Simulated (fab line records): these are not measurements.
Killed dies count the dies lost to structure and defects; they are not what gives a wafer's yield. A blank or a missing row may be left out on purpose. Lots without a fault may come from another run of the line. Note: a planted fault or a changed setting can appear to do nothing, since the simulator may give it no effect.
Struck lot and sound lot, side by side ; flow n5 finfet ; 14 out of 1938 route steps
Sound: the wafers L450.2, L450.4, L450.5. The struck wafers were L464.3, L464.5, L464.6. The cause comes at the end.
For every step that has rows: the tool of each side, followed by ch and its chambers, followed by its first start. Under that, the readings that differ: sound wafers ; struck wafers ; difference of the means ; sigmas: that difference in standard deviations of wafers without a fault.
alike: readings whose means differ by less than 2 such deviations, and words and numbers that are the same on both sides. not compared: withheld readings, readings that some wafer has no value for, bounds like >300 that may hide the same value, and numbers for which the record gives no deviation and whose values overlap.
A row with sigmas, a row that says differs or no value, or rows on one side alone: a step with any of these is where the two part. When numbers do not overlap yet have no deviation, they are printed without sigmas and do not part them. Lack of a reading on every wafer of one side parts them only where that side has two or more wafers.

first, 7 steps without rows for these wafers: N5_WELL_APT_COAT_19 (resist thk 950 nm); N5_WELL_APT_EBR_21; N5_WELL_APT_SOFTBAKE_20 (time 60 s); N5_WELL_APT_EXPOSE_22 (exposes mask PWELL, defocus 0 nm, target cd 200 nm); N5_WELL_APT_PEB_23 (peb time 90 s); N5_WELL_APT_DEVELOP_24 (develop time 45 s); N5_WELL_APT_HARDBAKE_29 (time 120 s).
N5_WELL_APT_CD_MEAS_25: target cd 200 nm.
  sound on cd sem-03 ch 0, day 1 20:59; struck on cd sem-01 ch 0, day 5 09:21
  alike: cd nm
N5_WELL_APT_OVL_MEAS_26:
  sound on overlay-01 ch 0, day 1 21:01; struck on overlay-01 ch 0, day 5 09:23
  alike: PWELL_OVL
N5_WELL_APT_INSPECT_27: inspects for defects (macro).
  sound on defect inspect-02 at day 1 21:02; struck on defect inspect-02 at day 5 09:24
  alike: raw defect count
N5_WELL_APT_DESCUM_30: chemistry O2, time 7.9 s.
  sound on rie diel-03 ch 0,2,3, day 1 21:04; struck on rie diel-05 ch 2,3, day 5 09:32
  alike: chamber pressure mTorr, drypump motor current A, oes product au, rf vpp V, showerhead plenum p Torr, throttle valve pct
  not compared: rf hours counter h
next, for these wafers, 1 step has no rows: N5_WELL_APT_IMPLANT_31.
N5_WELL_APT_IMPLANT_32:
  sound on implanter-02 ch 0, day 1 21:22; struck on implanter-01 ch 0, day 5 09:52
reading;sound;struck;difference;sigmas
beam energy keV;49.983 49.995 49.979;67.978 67.949 67.991;+17.987;+99 or more
model.implant.rp nm (nm);38.25 38.25 38.25;50.42 50.42 50.42;+12.17;
model.implant.drp nm (nm);18.55 18.55 18.55;23.27 23.27 23.27;+4.72;
then, 1 step without rows for these wafers: N5_WELL_APT_STRIP_33 (strips in SPM, time 900 s).

## WHERE THEY PART
Only at N5_WELL_APT_IMPLANT_32, as far as this record shows.

WHY: what had been put in by the simulator
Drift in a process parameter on implanter-01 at N5_WELL_APT_IMPLANT_32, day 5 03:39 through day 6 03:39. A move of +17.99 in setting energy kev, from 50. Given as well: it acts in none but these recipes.
